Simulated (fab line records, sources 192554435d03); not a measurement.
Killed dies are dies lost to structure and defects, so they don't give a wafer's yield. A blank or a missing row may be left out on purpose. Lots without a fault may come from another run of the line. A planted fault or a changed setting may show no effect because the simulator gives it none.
Problem report in the 8D (eight disciplines) form, filled by code | flow n5_finfet | the parts of the form that need people (team, actions taken, sign-off) are left out

1. THE PROBLEM
overpolish_run_s at N5_HKMG_FIN_CMP_23 reads a mean of 5.511 s on 6 wafers of 2 lots; wafers without a fault read 10.001 s with a standard deviation of 0.01. That is -99 or more standard deviations from the usual mean.
The step: polishes, stops on SiNx, t overpolish 10 s, target thk 46.326 nm.
First seen on wafer L355.2, day 9 13:02, on cmp-03. The record holds 30 wafers of 10 lots with a number at this step. Rule for "out", or "out of limits": more than 4 standard deviations from the usual mean. The other wafers with a number count as sound.

2. WHAT IT IS AND WHAT IT IS NOT
question                    | is                                   | is not
which readings at this step | overpolish_run_s, time_to_endpoint_s | edge_zone_pressure_frac, motor_current_A
which lots                  | L355, L356                           | L334, L336, L340, L342, L343, L344, L347, L357
which wafers of those lots  | all that have a number               | -
read on which tools         | cmp-03                               | cmp-02, cmp-04
when                        | from day 9 13:02                     | up to then (21 sound wafers); but 3 sound wafers of L357 came after

3. SUSPECTS, AND WHAT RULES EACH OUT
Counting: a tool at a process step up to the reading stays a suspect if it ran every lot that is out and no sound lot after the first of them.
- cmp-03 at N5_HKMG_FIN_CMP_23 (polishes, stops on SiNx, t overpolish 10 s, target thk 46.326 nm): kept. It ran every lot that is out, first L355 (day 9 13:02), and no sound lot after that; its last sound lot up to then is L342 (day 6 08:45). Its own readings are out on those wafers: overpolish_run_s, time_to_endpoint_s.
Left after counting: cmp-03 at N5_HKMG_FIN_CMP_23.

4. THE CAUSE (what the simulator had put in)
Process parameter drift: cmp-03, from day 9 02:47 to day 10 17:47, at N5_HKMG_FIN_CMP_23. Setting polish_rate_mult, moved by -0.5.
Counting left only this tool.

5. THE CHAIN OF EFFECTS, in route order
Each row: a reading whose mean over the struck wafers that have a number lies more than 3 standard deviations from the usual. Only readings for which the record gives a usual standard deviation are gone through. hours: the time from each lot's start at the first step in this table that gives one to its start at this step, as a median over the lots. sigmas: the change in usual standard deviations.
hours | step               | reading            | usual    | on struck wafers | change | sigmas
0     | N5_HKMG_FIN_CMP_23 | overpolish_run_s   | 10.001 s | 5.511            | -4.490 | -99 or more
0     | N5_HKMG_FIN_CMP_23 | time_to_endpoint_s | 12.5 s   | 23.2             | +10.7  | +5.3
The process steps in it:
- N5_HKMG_FIN_CMP_23: polishes, stops on SiNx, t overpolish 10 s, target thk 46.326 nm.
Later measuring or inspecting steps at which every struck wafer that the step has a row for has a number for every such reading, and none has moved that far: N5_BEOL_M4_RC_MEAS_101.

6. WHAT WOULD HAVE CAUGHT IT SOONER
In this record the first reading out of limits was taken at day 9 13:02, 10 hours after the fault began at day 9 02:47.
